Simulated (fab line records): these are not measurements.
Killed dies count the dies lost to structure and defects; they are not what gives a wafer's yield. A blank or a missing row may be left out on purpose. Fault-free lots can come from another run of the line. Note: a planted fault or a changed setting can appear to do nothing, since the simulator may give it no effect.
fab line records | flow nand_harc
[record] lots = 5 wafers = 15 last_day = 25
route steps=1159 shown P_GATE@185
lots with no fault: from the same line, run without faults
start_h: hours from the record's opening day to when the first of the lot's shown wafers began | wait_h: hours from the lot's prior step to this one | " same as the row above | L1.1+2: a single row standing in for several wafers | - no value, or no start given | * or withheld: withheld | < > ~ a bound
route shown NAME@n: a module of which the file shows steps, and the number in the route of the first | usual: the fault-free wafers' mean and standard deviation | same: alike in all rows | chamber/n: place in a boat | sites: the reading at each site | _std_site: standard deviation of those values | _edge_site: outer sites' mean less inner sites' | radius_mm: how far each site lies from the wafer's centre | mask NAME#n: copy n | behind: the last tool/chamber to shape the wafer | hold: cause of the lot's hold/its duration in hours/its outcome | device: the n, p or np transistor that did not switch | end of line: at the end of the route, the tests of the same wafers | a step given without rows: its recipe and nothing more | killed: the dies lost at the first sort to structure and to defects; this is not the yield of the wafer | map: a wafer's dies, x killed, . not, _ none there
set.NAME: the setting as run; set.NAME@STEP: as run at that earlier step | model.NAME: the simulator's own value behind a step, which no gauge read
lots seen at some steps along the route; tables by step, rows by wafer
services: from which hour (start_h, from the record's first day; less than 0 if before it) a tool's chamber was out of use, for how many hours, and why
[[steps]]
[step NHARC_P_GATE_CD_MEAS_59]
[recipe] target_cd_nm = 720 landing_energy_ev = 500
[usual] cd_nm = 722.0/1.9
// columns lot.wafer tool chamber start_h wait_h cd_nm
L429.4 cd_sem-02 0 108.79 - 720.2
L429.5 " 0 " " 717.8
L429.6 " 0 " " 716.8
L435.2 cd_sem-03 0 146.16 - 721.5
L435.3 " 0 " " 722.1
L435.4 " 0 " " 720.4
L440.2 cd_sem-02 0 179.48 - 723.3
L440.3 " 0 " " 726.1
L440.5 " 0 " " 723.7
L451.3 cd_sem-02 0 231.03 - 724.8
L451.4 " 0 " " 722.0
L451.5 " 0 " " 725.1
L452.1 cd_sem-03 0 242.25 - 723.7
L452.2 " 0 " " 721.5
L452.5 " 0 " " 724.9
[step NHARC_P_GATE_HARDBAKE_60]
[recipe] temp_c = 125 time_s = 80
[step NHARC_P_GATE_DESCUM_61]
[recipe] time_s = 3 o2_flow_sccm = 200 ar_flow_sccm = 0 bias_power_w = 0 chemistry = O2
[usual] drypump_motor_current_A = 5.8/0.34 oes_product_au = 1.000/0.012 rf_vpp_V = 57.8/0.79 showerhead_plenum_p_Torr = 1.92/0.053 throttle_valve_pct = 11.312/0.0084
[same] time_s = 3
// columns lot.wafer tool chamber start_h wait_h drypump_motor_current_A oes_product_au rf_hours_counter_h rf_vpp_V showerhead_plenum_p_Torr throttle_valve_pct
L429.4 rie_diel-05 1 108.98 - 5.8 1.002 21 56.3 1.88 11.322
L429.5 " 3 " " 5.7 0.994 - 57.1 1.97 11.298
L429.6 " 0 " " 5.9 0.997 - 58.0 1.95 11.314
L435.4 rie_diel-02 1 146.33 - 6.0 1.010 60 58.5 2.00 11.311
L435.3 " 3 " " 6.1 1.017 60 59.5 1.93 11.303
L435.2 " 0 " " 5.1 0.997 59 58.2 1.94 11.302
L440.2 rie_diel-08 1 179.64 - 5.0 1.004 20 58.5 1.87 11.313
L440.3 " 2 " " 5.9 1.000 18 58.3 1.99 11.317
L440.5 " 1 " " 5.0 1.012 - 57.8 1.87 11.304
L451.3 rie_diel-05 1 231.20 - 5.8 1.013 6 57.4 1.87 11.311
L451.4 " 3 " " 5.8 1.025 14 58.2 1.96 11.317
L451.5 " 1 " " 5.8 1.010 - 56.8 1.87 11.323
L452.1 rie_diel-08 3 242.43 - 5.3 0.976 43 58.2 1.97 11.313
L452.2 " 1 " " 5.0 0.994 38 56.6 1.87 11.299
L452.5 " 1 " " 5.0 0.998 - 57.7 1.87 11.314
[step NHARC_P_GATE_IMPLANT_62]
[recipe] energy_kev = 20 dose_cm2 = 3e+15 tilt_deg = 7
[step NHARC_P_GATE_STRIP_112]
[recipe] power_w = 1500 temp_c = 110 time_s = 200 chemistry = N2/H2
[usual] drypump_motor_current_A = 5.8/0.38 heater_power_w = 80.3/1.5
[same] time_s = 200
// columns lot.wafer tool chamber start_h wait_h drypump_motor_current_A heater_power_w rf_hours_counter_h
L429.4 plasma_asher-02 0 109.53 0.3 6.3 80.4 -
L429.5 " 1 " " 5.3 79.2 -
L429.6 " 0 " " 6.3 78.5 -
L435.2 plasma_asher-01 0 146.70 0.2 5.9 82.3 9
L435.4 " 0 " " 5.9 80.5 -
L435.3 " 1 " " 5.5 82.2 -
L440.2 plasma_asher-02 0 180.01 0.2 6.3 80.2 61
L440.3 " 1 " " 5.3 80.8 -
L440.5 " 1 " " 5.3 79.6 -
L451.3 plasma_asher-01 0 231.65 0.2 5.9 83.1 -
L451.4 " 1 " " 5.5 81.2 -
L451.5 " 0 " " 5.9 81.2 -
L452.2 plasma_asher-01 0 242.81 0.2 5.9 78.1 42
L452.1 " 1 " " 5.5 82.2 42
L452.5 " 0 " " 5.9 79.0 -
[step NHARC_P_GATE_STRIP_76]
[recipe] power_w = 1500 temp_c = 250 chemistry = O2
[usual] drypump_motor_current_A = 5.8/0.38 heater_power_w = 301/5.9
// columns lot.wafer tool chamber start_h wait_h drypump_motor_current_A heater_power_w rf_hours_counter_h
L429.4 plasma_asher-02 0 109.69 0.1 6.3 304 -
L429.5 " 1 " " 5.3 301 -
L429.6 " 0 " " 6.3 294 -
L435.2 plasma_asher-01 0 146.96 0.2 5.9 309 10
L435.4 " 0 " " 5.9 296 -
L435.3 " 1 " " 5.5 307 -
L440.2 plasma_asher-02 0 180.27 0.2 6.3 298 61
L440.3 " 1 " " 5.3 292 -
L440.5 " 1 " " 5.3 299 -
L451.3 plasma_asher-01 0 231.85 0.2 5.9 297 -
L451.4 " 1 " " 5.5 304 -
L451.5 " 0 " " 5.9 305 -
L452.2 plasma_asher-01 0 243.07 0.2 5.9 299 42
L452.1 " 1 " " 5.5 310 42
L452.5 " 0 " " 5.9 297 -
[step NHARC_P_GATE_STRIP_63]
[recipe] time_s = 900 temp_c = 130 chemistry = SPM
[step NHARC_P_GATE_DEHYDRATE_83]
[recipe] temp_c = 150 time_s = 120
[step NHARC_P_GATE_HMDS_84]
[recipe] time_s = 30
[step NHARC_P_GATE_COAT_85]
[recipe] spin_rpm = 3000
[step NHARC_P_GATE_SOFTBAKE_86]
[recipe] temp_c = 122 time_s = 95
[step NHARC_P_GATE_EBR_87]
[step NHARC_P_GATE_EXPOSE_88]
[recipe] na = 0.6 target_cd_nm = 2000 dose_mj = 11.87 mask_id = P_HVN
// columns lot.wafer tool chamber start_h wait_h mask
L429.4+5+6 krf_scanner-01 0 110.32 - P_HVN#0
L435.2+3+4 krf_scanner-04 0 147.72 - P_HVN#0
L440.2+3+5 krf_scanner-04 0 181.04 - P_HVN_R1#0
L451.3+4+5 krf_scanner-01 0 232.60 - P_HVN#0
L452.1+2+5 krf_scanner-04 0 243.83 - P_HVN#0
[step NHARC_P_GATE_PEB_89]
[recipe] peb_temp_c = 118 peb_time_s = 85
[step NHARC_P_GATE_DEVELOP_90]
[recipe] time_s = 70
[step NHARC_P_GATE_CD_MEAS_91]
[recipe] target_cd_nm = 2000 landing_energy_ev = 500
[usual] cd_nm = 2000.6/2.1
// columns lot.wafer tool chamber start_h wait_h cd_nm
L429.4 cd_sem-03 0 110.46 - 2000.6
L429.5 " 0 " " 2001.7
L429.6 " 0 " " 2000.8
L435.2 cd_sem-03 0 147.87 - 1999.1
L435.3 " 0 " " 1999.4
L435.4 " 0 " " 2001.2
L440.2 cd_sem-03 0 181.20 - 1934.9
L440.3 " 0 " " 1933.7
L440.5 " 0 " " 1935.6
L451.3 cd_sem-01 0 232.75 - 2000.9
L451.4 " 0 " " 2000.1
L451.5 " 0 " " 1998.1
L452.1 cd_sem-01 0 243.99 - 2000.5
L452.2 " 0 " " 1998.5
L452.5 " 0 " " 1994.7
[step NHARC_P_GATE_HARDBAKE_92]
[recipe] temp_c = 125 time_s = 80
[step NHARC_P_GATE_DESCUM_93]
[recipe] time_s = 3 o2_flow_sccm = 200 ar_flow_sccm = 0 bias_power_w = 0 chemistry = O2
[usual] drypump_motor_current_A = 5.8/0.38 oes_product_au = 1.000/0.013 rf_vpp_V = 57.8/0.84 showerhead_plenum_p_Torr = 1.91/0.058 throttle_valve_pct = 11.311/0.0088
[same] time_s = 3
// columns lot.wafer tool chamber start_h wait_h drypump_motor_current_A oes_product_au rf_hours_counter_h rf_vpp_V showerhead_plenum_p_Torr throttle_valve_pct model.P_GATE.cd_nm
L429.4 rie_diel-02 1 110.65 - 6.0 1.010 47 58.0 2.00 11.309 2000
L429.6 " 2 " " 5.9 1.006 - 57.8 1.85 11.297 2000
L429.5 " 3 " " 6.2 1.027 - 58.0 1.93 11.316 2000
L435.3 rie_diel-02 3 148.05 - 6.2 1.022 61 59.0 1.93 11.322 1999
L435.4 " 0 " " 5.1 1.005 59 58.9 1.94 11.291 2001
L435.2 " 1 " " 6.0 0.998 60 56.7 2.00 11.305 2000
L440.3 rie_diel-02 2 181.35 - 5.9 1.018 10 57.3 1.84 11.311 1933
L440.2 " 0 " " 5.1 1.011 12 59.7 1.93 11.312 1936
L440.5 " 2 " " 5.9 1.014 - 57.9 1.84 11.310 1936
L451.3 rie_diel-08 2 232.93 - 5.9 1.002 35 57.9 1.98 11.317 2000
L451.4 " 3 " " 5.3 0.979 41 58.2 1.98 11.326 1999
L451.5 " 1 " " 5.1 1.017 - 57.5 1.87 11.315 1999
L452.2 rie_diel-02 2 244.15 - 5.9 1.001 33 56.3 1.84 11.309 1998
L452.1 " 3 " " 6.2 1.002 34 58.1 1.92 11.302 2000
L452.5 " 3 " " 6.2 0.999 - 59.6 1.92 11.322 1993
[step NHARC_P_GATE_IMPLANT_94]
[recipe] energy_kev = 60 dose_cm2 = 2e+15 tilt_deg = 7
[[services]]
// columns tool chamber start_h hours kind
plasma_asher-01 - 98.71 8.9 repair
rie_diel-02 0 105.62 - clean
rie_diel-02 1 105.62 - clean
rie_diel-02 - 115.16 0.4 repair
plasma_asher-01 0 116.61 - clean
plasma_asher-01 1 116.61 - clean
plasma_asher-01 - 116.96 1.7 repair
rie_diel-08 - 124.82 9.0 pm
krf_scanner-04 - 126.00 4.0 pm
krf_scanner-01 - 133.51 0.7 repair
krf_scanner-01 - 135.99 4.1 repair
rie_diel-05 1 140.06 5.8 repair
rie_diel-02 1 149.00 4.4 repair
krf_scanner-01 - 150.96 0.6 repair
rie_diel-02 - 151.47 9.0 pm
krf_scanner-01 - 161.36 2.8 repair
rie_diel-05 - 163.69 9.0 pm
rie_diel-08 2 167.35 5.3 repair
rie_diel-05 1 181.30 29.0 repair
krf_scanner-04 - 182.24 1.3 repair
plasma_asher-02 - 183.00 9.0 pm
rie_diel-05 0 192.09 8.7 repair
krf_scanner-01 - 237.84 1.5 repair
rie_diel-08 0 240.17 12.9 repair
[[key]]
[first_sign] step = NHARC_P_GATE_EXPOSE_88 reading = mask direction = changed
[effect] step = NHARC_P_GATE_CD_MEAS_91 reading = cd_nm direction = down sigmas = 32 usual = 2000.6 struck = 1934.8
[model_effect] step = NHARC_P_GATE_DESCUM_93 value = P_GATE.cd_nm without = 2000 struck = 1935
met_at NHARC_P_GATE_EXPOSE_88
struck_wafers L440.2,L440.3,L440.5
tester_left_out L440
onset_between 147.72 181.04
[fault] kind = wrong_mask tool = any chamber = - onset_h = 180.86 steps = NHARC_P_GATE_EXPOSE_88 aux_copy = P_HVN_R1#0 cd_offset_nm = -65.25 scope = struck_lots_only
// tester_left_out: of these lots the tester's yield and bins aren't shown, on N5 and GAA mostly nor the transistor test; their killed dies are dies lost to structure and defects alone, not to doping, threshold or leakage, so they don't give the yield
